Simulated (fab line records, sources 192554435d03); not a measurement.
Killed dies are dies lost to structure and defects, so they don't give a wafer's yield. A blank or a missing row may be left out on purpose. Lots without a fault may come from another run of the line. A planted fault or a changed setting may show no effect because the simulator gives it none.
fab line records | flow n5_finfet
record lots=6 wafers=18 last_day=18
route steps=1938 shown STI_FIN_REVEAL@211 DUMMY_GATE@212 BEOL_M4@1111 PASSIVATION@1936
lots that met no fault: from a run of the same line without faults
start_h: hours from the record's first day to the start of the lot's first wafer shown | wait_h: hours since the lot's step before | " the same as in the row above | L1.1+2: a row that stands for several wafers | - no value, or no start given | * or withheld: withheld | < > ~ a bound
route shown NAME@n: a module of which the file shows steps, and the number in the route of the first | usual: mean/standard deviation of fault-free wafers | same: alike in all rows | chamber/n: place in a boat | sites: the reading at each site | _std_site: their standard deviation | _edge_site: outer sites' mean less inner sites' | radius_mm: how far each site lies from the wafer's centre | mask NAME#n: copy n | behind: the tool/chamber that last shaped the wafer | hold: why the lot was held/for how many hours/how that ended | device: the transistor (n, p or np) that didn't switch | end of line: the same wafers' tests at the end of the route | a step without rows: its recipe alone | killed: dies lost to structure and defects at the first sort, not the wafer's yield | map: a wafer's dies, x killed, . not, _ none there
set.NAME: the setting as run; set.NAME@STEP: as run at that earlier step | model.NAME: the simulator's own value behind a step, which no gauge read
lots at some steps of the route; a table a step, a row a wafer
services: from which hour (start_h, from the record's first day; less than 0 if before it) a tool's chamber was out of use, for how many hours, and why
## steps
# step N5_STI_FIN_REVEAL_INSPECT_13
# recipe inspect_instrument=darkfield mode=post_clean
# usual raw_defect_count=11/5.4
# columns lot.wafer tool chamber start_h wait_h raw_defect_count
L960.1 defect_inspect-01 - 45.98 0.0 29
L960.5 " - " " 25
L960.6 " - " " 15
L964.2 defect_inspect-02 - 68.22 0.0 16
L964.3 " - " " 6
L964.6 " - " " 13
L975.1 defect_inspect-01 - 133.37 0.0 10
L975.2 " - " " 11
L975.6 " - " " 13
L976.2 defect_inspect-02 - 142.06 0.0 6
L976.4 " - " " 16
L976.5 " - " " 7
L980.1 defect_inspect-02 - 165.02 0.0 9
L980.2 " - " " 8
L980.6 " - " " 6
L982.3 defect_inspect-02 - 175.02 0.0 19
L982.5 " - " " 9
L982.6 " - " " 10
# step N5_DUMMY_GATE_PRECLEAN_00
# recipe chemistry=O3/DIW time_s=60 temp_c=22 o3_ppm=10
# step N5_DUMMY_GATE_SRD_01
# recipe time_s=30 temp_c=23 rinse_liquid=diw dry=ipa_marangoni
# step N5_DUMMY_GATE_ALD_02
# recipe material=SiO2 target_thk_a=20 temp_c=300 ald_precursor_family=BDEAS ald_co_reactant=O2-plasma pulse_time_s=1 pressure_torr=2
# usual heater_power_w=474/28 precursor_pulse_height_rel=0.999/0.021 susceptor_temp_C=299.98/0.18
# columns lot.wafer tool chamber start_h wait_h heater_power_w precursor_pulse_height_rel susceptor_temp_C
L960.1 ald_sin-04 1 46.07 0.0 485 1.003 300.04
L960.5 " 1 " " 467 0.993 299.76
L960.6 " 0 " " 493 1.003 300.09
L964.2 ald_sin-04 2 69.34 1.1 468 0.977 299.70
L964.3 " 1 " " 474 0.986 300.12
L964.6 " 0 " " 506 0.998 300.20
L975.1 ald_sin-02 2 133.46 0.0 434 1.012 299.84
L975.2 " 1 " " 478 1.009 300.17
L975.6 " 3 " " 465 1.010 299.89
L976.2 ald_sin-03 3 142.37 0.2 496 1.019 299.80
L976.4 " 1 " " 443 0.956 299.68
L976.5 " 1 " " 439 1.000 299.85
L980.1 ald_sin-04 2 165.11 0.0 483 1.011 300.03
L980.2 " 0 " " 518 0.997 300.12
L980.6 " 0 " " 509 1.007 300.27
L982.3 ald_sin-03 3 175.15 0.1 476 0.987 299.90
L982.5 " 3 " " 490 1.007 299.85
L982.6 " 2 " " 411 1.030 299.89
# step N5_DUMMY_GATE_CVD_03
# recipe material=a-Si target_thk_a=1500 temp_c=530 precursor=SiH4 time_s=8042
# step N5_DUMMY_GATE_PRECLEAN_46
# recipe chemistry=DIW time_s=89.5 temp_c=23
# step N5_DUMMY_GATE_SRD_47
# recipe dry_time_s=32 dry=n2_spin spin_rpm=1500
# step N5_DUMMY_GATE_CMP_04
# recipe material=a-Si post_cmp_clean=alkaline_brush
# usual motor_current_A=10.2/0.86 time_to_endpoint_s=13.7/2.9
# columns lot.wafer tool chamber start_h wait_h motor_current_A time_to_endpoint_s
L960.1 cmp-03 0 50.01 0.1 10.4 9.5
L960.6 " 1 " " 11.0 14.1
L960.5 " 2 " " 10.0 11.7
L964.2 cmp-01 1 73.23 0.1 8.8 11.8
L964.3 " 2 " " 9.7 9.5
L964.6 " 0 " " 11.0 14.8
L975.1 cmp-03 1 137.37 0.1 10.6 17.7
L975.2 " 2 " " 9.7 11.8
L975.6 " 3 " " 11.4 18.0
L976.2 cmp-02 2 146.25 0.0 9.6 10.6
L976.4 " 0 " " 10.0 12.0
L976.5 " 2 " " 9.4 12.0
L980.2 cmp-01 1 169.44 0.1 9.1 18.8
L980.1 " 2 " " 10.0 14.3
L980.6 " 0 " " 10.2 18.8
L982.3 cmp-02 0 179.22 0.0 9.8 10.8
L982.5 " 0 " " 8.8 11.9
L982.6 " 1 " " 10.0 10.5
# step N5_DUMMY_GATE_THK_MEAS_05
# usual thk_nm=72.2/1.2
# columns lot.wafer tool chamber start_h wait_h thk_nm
L960.1 film_metro-01 - 50.15 0.1 71.2
L960.5 " - " " 69.8
L960.6 " - " " 71.9
L964.2 film_metro-02 - 73.44 0.2 72.5
L964.3 " - " " 70.3
L964.6 " - " " 72.9
L975.1 film_metro-01 - 137.54 0.1 73.6
L975.2 " - " " 71.8
L975.6 " - " " 73.7
L976.2 film_metro-02 - 146.49 0.2 70.6
L976.4 " - " " 72.3
L976.5 " - " " 70.7
L980.1 film_metro-02 - 169.61 0.1 71.9
L980.2 " - " " 73.5
L980.6 " - " " 73.2
L982.3 film_metro-02 - 179.46 0.2 70.6
L982.5 " - " " 71.9
L982.6 " - " " 71.6
# step N5_DUMMY_GATE_HM_DEP_06
# recipe material=SiNx target_thk_a=800 precursor=DCS/NH3 temp_c=700 pressure_mtorr=300 time_s=5141
# step N5_DUMMY_GATE_PECVD_30
# recipe material=SiO2 target_thk_a=550 temp_c=400 precursor=TEOS/O2 pressure_torr=6.5 rf_w=withheld teos_flow_sccm=withheld gas=O2 flow_sccm=2650 time_s=10.8
# step N5_DUMMY_GATE_COAT_34
# recipe resist=SOC temp_c=250 time_s=60 spin_rpm=1500 resist_thk_nm=60
# step N5_DUMMY_GATE_COAT_35
# recipe resist=SiARC temp_c=220 time_s=60 spin_rpm=1500 resist_thk_nm=10
# usual dispense_pressure_kPa=46/4.6 heater_power_total_W=427.4/2.1 plate_temp_C=219.97/0.17 resist_line_temp_C=23.01/0.096 spin_speed_rpm=1499.9/0.85
# columns lot.wafer tool chamber start_h wait_h dispense_pressure_kPa heater_power_total_W plate_temp_C resist_line_temp_C spin_speed_rpm
L960.1 litho_track-02 0 54.18 - 52 430.4 220.17 22.97 1499.2
L960.5 " 0 " " 52 426.5 220.41 22.86 1499.0
L960.6 " 0 " " 52 429.7 220.13 22.95 1500.4
L964.2 litho_track-03 0 77.48 - 42 425.4 219.90 23.13 1499.7
L964.3 " 0 " " 42 425.2 219.91 23.17 1500.2
L964.6 " 0 " " 42 425.0 220.07 23.02 1500.2
L975.1 litho_track-03 0 141.59 - 42 428.3 219.86 22.94 1440.0
L975.2 " 0 " " 42 428.2 219.72 22.91 1441.4
L975.6 " 0 " " 42 425.2 219.70 23.06 1438.8
L976.2 litho_track-02 0 150.52 - 52 430.3 220.05 23.06 1499.2
L976.4 " 0 " " 52 424.2 219.77 23.03 1500.8
L976.5 " 0 " " 52 427.7 220.00 22.94 1500.7
L980.1 litho_track-03 0 177.17 - 42 427.9 220.12 23.04 1440.1
L980.2 " 0 " " 42 424.6 220.09 22.98 1441.6
L980.6 " 0 " " 42 425.1 220.19 23.00 1440.2
L982.3 litho_track-04 0 183.50 - 43 429.8 220.07 23.01 1498.8
L982.5 " 0 " " 43 426.5 219.96 23.02 1500.3
L982.6 " 0 " " 43 428.2 220.10 23.02 1499.5
# step N5_DUMMY_GATE_COAT_28
# recipe resist=underlayer temp_c=205 time_s=60 spin_rpm=1500 resist_thk_nm=10
# step N5_BEOL_M4_RC_MEAS_101
# usual DIBL_N=36.1/1.7 DIBL_P=35.9/2.1 IOFF_N=0.154/0.029 IOFF_P=0.21/0.035 ION_N=673/10 ION_P=463/7.5 SS_N=71.6/0.59 SS_P=73.2/0.69 VT_N=250.5/2.9 VT_P=-250/3.2
# columns lot.wafer tool chamber start_h wait_h DIBL_N[mV/V] DIBL_P[mV/V] IOFF_N[nA/um] IOFF_P[nA/um] ION_N[uA/um] ION_P[uA/um] SS_N[mV/dec] SS_P[mV/dec] VT_N[mV] VT_P[mV]
L960.1 prober-01 0 172.93 0.0 37.5 34.8 0.178 0.23 680 467 72.1 73.2 248.8 -248
L960.5 " 0 " " 41.6 40.0 0.289 0.35 701 475 73.2 74.9 243.9 -243
L960.6 " 0 " " 37.1 34.8 0.187 0.23 672 460 72.3 73.1 248.8 -249
L964.2 prober-02 0 212.24 0.2 35.9 37.1 0.151 0.24 675 469 72.3 73.5 247.5 -247
L964.3 " 0 " " 35.6 36.0 0.149 0.22 676 471 71.3 72.8 249.1 -248
L964.6 " 0 " " 36.7 37.5 0.155 0.25 672 468 71.8 73.2 250.2 -248
L975.1 prober-02 0 272.46 0.0 37.7 39.3 0.179 0.31 675 481 72.1 73.6 249.5 -241
L975.2 " 0 " " 34.8 34.1 0.124 0.21 662 465 71.3 72.7 253.2 -247
L975.6 " 0 " " 35.2 35.4 0.127 0.22 661 467 71.1 72.8 252.4 -244
L976.2 prober-01 0 275.38 0.2 37.9 37.2 0.192 0.23 680 463 71.9 73.1 249.0 -252
L976.4 " 0 " " 36.2 35.9 0.151 0.20 672 464 72.2 72.6 250.9 -253
L976.5 " 0 " " 35.5 34.4 0.138 0.19 678 468 72.2 73.1 253.4 -252
L980.1 prober-02 0 306.03 0.0 35.9 34.3 0.147 0.20 686 471 70.7 72.9 250.4 -248
L980.2 " 0 " " 36.8 35.8 0.165 0.24 687 475 71.4 72.7 247.7 -248
L980.6 " 0 " " 37.0 35.5 0.161 0.23 673 469 70.7 72.6 247.1 -249
L982.3 prober-02 0 322.57 0.5 36.9 35.6 0.153 0.20 673 460 71.0 73.0 249.8 -250
L982.5 " 0 " " 37.4 35.3 0.154 0.20 675 462 71.3 73.4 251.5 -251
L982.6 " 0 " " 38.2 36.7 0.174 0.22 671 456 71.5 73.8 248.1 -249
# step N5_PASSIVATION_PROBE_49
# usual defect_limited_yield=91.3/1.4 killed_at_M0_to_M3=34/9.2 killed_at_M4_up=13/5.3 killed_at_contacts=12/6 killed_at_front_end=39/12 killed_at_other=4/3.3 killed_dies=102/17 killed_open=67/12 killed_short=34/7.4 sort_bin_4_leakage=0.00/0.014 sort_bin_5_function=5.1/1 sort_bin_6_memory=3.2/0.6 sort_n_pass=1078/17 sort_yield_pct=91.3/1.4
# same gross_dies=1180 killed_at_back_side=0 sort_bin_8_speed[%]=0
# columns lot.wafer tool chamber start_h wait_h defect_limited_yield[%] killed_at_M0_to_M3 killed_at_M4_up killed_at_contacts killed_at_front_end killed_at_other killed_dies killed_open killed_short sort_bin_4_leakage[%] sort_bin_5_function[%] sort_bin_6_memory[%] sort_n_pass sort_yield_pct[%]
L960.1 prober-01 - 280.79 0.0 89.8 37 12 14 52 5 120 87 32 0 5.9 4.0 1060 89.8
L960.5 prober-01 - 280.99 0.2 90.8 43 5 14 44 2 108 69 37 0.17 4.7 4.0 1070 90.7
L960.6 prober-01 - 281.04 0.3 89.6 34 12 8 67 2 123 86 35 0 6.3 3.6 1057 89.6
L964.2 prober-01 - 314.40 0.1 90.3 32 11 14 57 0 114 77 36 0 5.9 3.4 1066 90.3
L964.3 prober-01 - 314.45 0.1 91.5 30 14 12 41 3 100 69 31 0 5.0 3.1 1080 91.5
L964.6 prober-01 - 314.60 0.3 90.7 38 7 19 44 2 110 78 31 0 6.4 2.7 1070 90.7
L976.2 prober-01 - 379.74 0.1 90.5 49 14 9 38 2 112 66 44 0 5.6 3.6 1068 90.5
L976.4 prober-01 - 379.84 0.2 92.7 35 8 16 26 1 86 56 30 0 5.3 1.9 1094 92.7
L976.5 prober-01 - 379.89 0.2 91.4 47 13 16 24 1 101 66 35 0 4.8 3.4 1079 91.4
L975.1 prober-02 - 379.85 0.0 92.2 29 8 13 39 3 92 58 34 0 4.4 3.1 1088 92.2
L975.2 prober-02 - 379.90 0.1 91.6 19 15 25 39 1 99 69 30 0 4.1 4.2 1081 91.6
L975.6 prober-02 - 380.10 0.3 89.9 27 22 14 55 1 119 65 47 0 6.0 3.2 1061 89.9
L980.1 prober-02 - 415.01 0.0 92.6 17 17 17 36 0 87 49 35 0 3.6 3.1 1093 92.6
L980.2 prober-02 - 415.06 0.1 90.4 50 7 14 41 1 113 73 38 0 5.2 3.8 1067 90.4
L980.6 prober-02 - 415.26 0.3 90.9 29 14 6 58 0 107 63 40 0 4.2 3.8 1073 90.9
L982.3 prober-01 - 435.33 0.1 90.9 37 28 9 28 5 107 68 39 0 5.9 3.0 1073 90.9
L982.5 prober-01 - 435.43 0.2 90.5 46 22 5 36 3 112 82 29 0 5.4 4.0 1068 90.5
L982.6 prober-01 - 435.48 0.3 94.7 17 13 5 24 4 63 43 20 0 2.9 2.2 1117 94.7
# killed by level:class
L960.1 STI_FIN_REVEAL:geometric_particle:open=16 FIN_SAQP:geometric_particle:open=11 BEOL_M0_SAQP:geometric_particle:short=11 DUMMY_GATE:geometric_particle:open=10 MOL_CONTACT_COAG:geometric_particle:open=10 BEOL_M2:geometric_particle:open=10 BEOL_M0_SAQP:geometric_particle:open=7 BEOL_M4:geometric_particle:open=6
L960.5 MOL_CONTACT_COAG:geometric_particle:open=11 STI_FIN_REVEAL:geometric_particle:open=9 FIN_SAQP:geometric_particle:open=8 BEOL_M2:geometric_particle:open=8 BEOL_M2:geometric_particle:short=7 DUMMY_GATE:geometric_particle:open=6 BEOL_M0:geometric_particle:open=6 BEOL_M3:geometric_particle:open=6
L960.6 STI_FIN_REVEAL:geometric_particle:open=27 FIN_SAQP:geometric_particle:open=14 BEOL_M3:geometric_particle:open=11 FIN_SAQP:geometric_particle:short=10 MOL_CONTACT_COAG:geometric_particle:open=6 BEOL_M0_SAQP:geometric_particle:short=6 BEOL_M4:geometric_particle:open=6 BEOL_M1:geometric_particle:open=4
L964.2 FIN_SAQP:geometric_particle:short=15 FIN_SAQP:geometric_particle:open=14 MOL_CONTACT_COAG:geometric_particle:open=12 STI_FIN_REVEAL:geometric_particle:open=10 BEOL_M0:geometric_particle:open=9 DUMMY_GATE:geometric_particle:open=5 GATE_CUT:geometric_particle:short=5 BEOL_M0_SAQP:geometric_particle:open=4
L964.3 FIN_SAQP:geometric_particle:short=12 MOL_CONTACT_COAG:geometric_particle:open=11 BEOL_M0_SAQP:geometric_particle:open=9 FIN_SAQP:geometric_particle:open=6 DUMMY_GATE:geometric_particle:open=6 STI_FIN_REVEAL:geometric_particle:open=5 BEOL_M2:geometric_particle:open=5 BEOL_M4:geometric_particle:open=5
L964.6 MOL_CONTACT_COAG:geometric_particle:open=14 BEOL_M2:geometric_particle:open=14 FIN_SAQP:geometric_particle:open=9 FIN_SAQP:geometric_particle:short=9 STI_FIN_REVEAL:geometric_particle:open=6 BEOL_M0_SAQP:geometric_particle:open=6 BEOL_M0:geometric_particle:open=6 MOL_CONTACT_COAG:geometric_particle:short=5
L976.2 BEOL_M0_SAQP:geometric_particle:short=14 BEOL_M0_SAQP:geometric_particle:open=13 BEOL_M2:geometric_particle:open=9 FIN_SAQP:geometric_particle:short=7 STI_FIN_REVEAL:geometric_particle:open=6 BEOL_M3:geometric_particle:open=6 GATE_CUT:geometric_particle:short=5 MOL_CONTACT_COAG:geometric_particle:open=5
L976.4 MOL_CONTACT_COAG:geometric_particle:open=12 STI_FIN_REVEAL:geometric_particle:open=11 BEOL_M0_SAQP:geometric_particle:short=10 BEOL_M3:geometric_particle:open=10 FIN_SAQP:geometric_particle:short=5 MOL_CONTACT_COAG:geometric_particle:short=4 BEOL_M0_SAQP:geometric_particle:open=4 STARTING-WAFER:geometric_particle:short=3
L975.1 FIN_SAQP:geometric_particle:open=12 FIN_SAQP:geometric_particle:short=9 MOL_CONTACT_COAG:geometric_particle:open=9 BEOL_M2:geometric_particle:open=9 DUMMY_GATE:geometric_particle:open=6 BEOL_M2:geometric_particle:short=6 GATE_CUT:geometric_particle:short=4 MOL_CONTACT_COAG:geometric_particle:short=4
L976.5 MOL_CONTACT_COAG:geometric_particle:open=15 BEOL_M0_SAQP:geometric_particle:short=12 BEOL_M3:geometric_particle:open=9 BEOL_M1:geometric_particle:open=7 BEOL_M4:geometric_particle:open=7 BEOL_M2:geometric_particle:open=6 STI_FIN_REVEAL:geometric_particle:open=5 BEOL_M0_SAQP:geometric_particle:open=5
L975.2 MOL_CONTACT_COAG:geometric_particle:open=23 FIN_SAQP:geometric_particle:short=11 FIN_SAQP:geometric_particle:open=8 BEOL_M2:geometric_particle:open=8 STI_FIN_REVEAL:geometric_particle:open=6 BEOL_M4:geometric_particle:open=4 DUMMY_GATE:geometric_particle:open=3 GATE_CUT:geometric_particle:short=3
L975.6 FIN_SAQP:geometric_particle:short=12 FIN_SAQP:geometric_particle:open=11 MOL_CONTACT_COAG:geometric_particle:open=9 BEOL_M2:geometric_particle:open=8 DUMMY_GATE:geometric_particle:open=8 BEOL_M5:geometric_particle:open=6 HKMG_FIN:area_etch=6 MOL_CONTACT_COAG:geometric_particle:short=5
L980.1 FIN_SAQP:geometric_particle:short=12 MOL_CONTACT_COAG:geometric_particle:open=12 FIN_SAQP:geometric_particle:open=9 BEOL_M0_SAQP:geometric_particle:open=6 MOL_CONTACT_COAG:geometric_particle:short=5 BEOL_M4:geometric_particle:open=5 BEOL_M0_SAQP:geometric_particle:short=4 BEOL_M3:geometric_particle:open=3
L980.2 BEOL_M0_SAQP:geometric_particle:open=16 FIN_SAQP:geometric_particle:short=15 MOL_CONTACT_COAG:geometric_particle:open=10 BEOL_M3:geometric_particle:open=10 FIN_SAQP:geometric_particle:open=9 BEOL_M0_SAQP:geometric_particle:short=7 BEOL_M2:geometric_particle:open=7 BEOL_M1:geometric_particle:open=5
L980.6 FIN_SAQP:geometric_particle:open=16 FIN_SAQP:geometric_particle:short=11 BEOL_M0_SAQP:geometric_particle:open=9 STI_FIN_REVEAL:geometric_particle:open=8 BEOL_M0_SAQP:geometric_particle:short=8 STARTING-WAFER:geometric_particle:short=6 MOL_CONTACT_COAG:geometric_particle:open=4 BEOL_M3:geometric_particle:open=4
L982.3 BEOL_M4:geometric_particle:open=9 BEOL_M2:geometric_particle:open=8 BEOL_M4:geometric_particle:short=8 FIN_SAQP:geometric_particle:open=7 BEOL_M3:geometric_particle:open=7 FIN_SAQP:geometric_particle:short=6 MOL_CONTACT_COAG:geometric_particle:open=6 BEOL_M0_SAQP:geometric_particle:short=5
L982.5 STI_FIN_REVEAL:geometric_particle:open=13 BEOL_M2:geometric_particle:open=11 BEOL_M0_SAQP:geometric_particle:short=10 BEOL_M3:geometric_particle:open=9 BEOL_M1:geometric_particle:open=8 BEOL_M4:geometric_particle:open=8 BEOL_M0_SAQP:geometric_particle:open=7 FIN_SAQP:geometric_particle:open=4
L982.6 STI_FIN_REVEAL:geometric_particle:open=5 DUMMY_GATE:geometric_particle:open=4 BEOL_M4:geometric_particle:open=4 MOL_CONTACT_COAG:geometric_particle:open=3 BEOL_M0_SAQP:geometric_particle:open=3 BEOL_M1:geometric_particle:open=3 BEOL_M2:geometric_particle:open=3 BEOL_M3:geometric_particle:open=3
## services
# columns tool chamber start_h hours kind
cmp-01 - 30.00 7.8 pm
ald_sin-03 3 38.16 1.4 repair
cmp-02 - 40.00 6.7 pm
litho_track-04 - 50.01 - consumable_replace:filter
ald_sin-02 0 53.81 3.1 repair
ald_sin-04 - 64.44 0.4 repair
cmp-01 - 64.80 4.0 pm
cmp-01 - 68.80 - consumable_replace:conditioner
cmp-01 - 68.80 - consumable_replace:pad
ald_sin-02 - 86.04 14.0 pm
ald_sin-02 0 86.04 14.0 vent_cycle
ald_sin-02 1 86.04 14.0 vent_cycle
ald_sin-02 2 86.04 14.0 vent_cycle
ald_sin-02 3 86.04 14.0 vent_cycle
cmp-03 - 95.85 0.9 repair
cmp-03 - 98.56 4.0 pm
ald_sin-02 0 100.04 - clean
cmp-01 - 100.57 0.2 repair
cmp-03 - 102.56 - consumable_replace:conditioner
cmp-03 - 102.56 - consumable_replace:pad
cmp-01 - 110.91 0.3 repair
cmp-02 - 132.15 1.1 repair
cmp-01 - 176.62 2.9 repair
ald_sin-03 - 179.88 2.8 pm
## key
first_sign step=N5_DUMMY_GATE_COAT_35 reading=spin_speed_rpm direction=down sigmas=70 usual=* struck=*
effect none on later readings
met_at N5_DUMMY_GATE_COAT_35
struck_wafers L975.1,L975.2,L975.6,L980.1,L980.2,L980.6
onset_between 77.48 141.59
fault kind=process_parameter_drift tool=litho_track-03 chamber=- onset_h=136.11 steps=N5_DUMMY_GATE_COAT_35 channel=spin_rpm offset=* shape=step end_h=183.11 acts_in=* stated=*
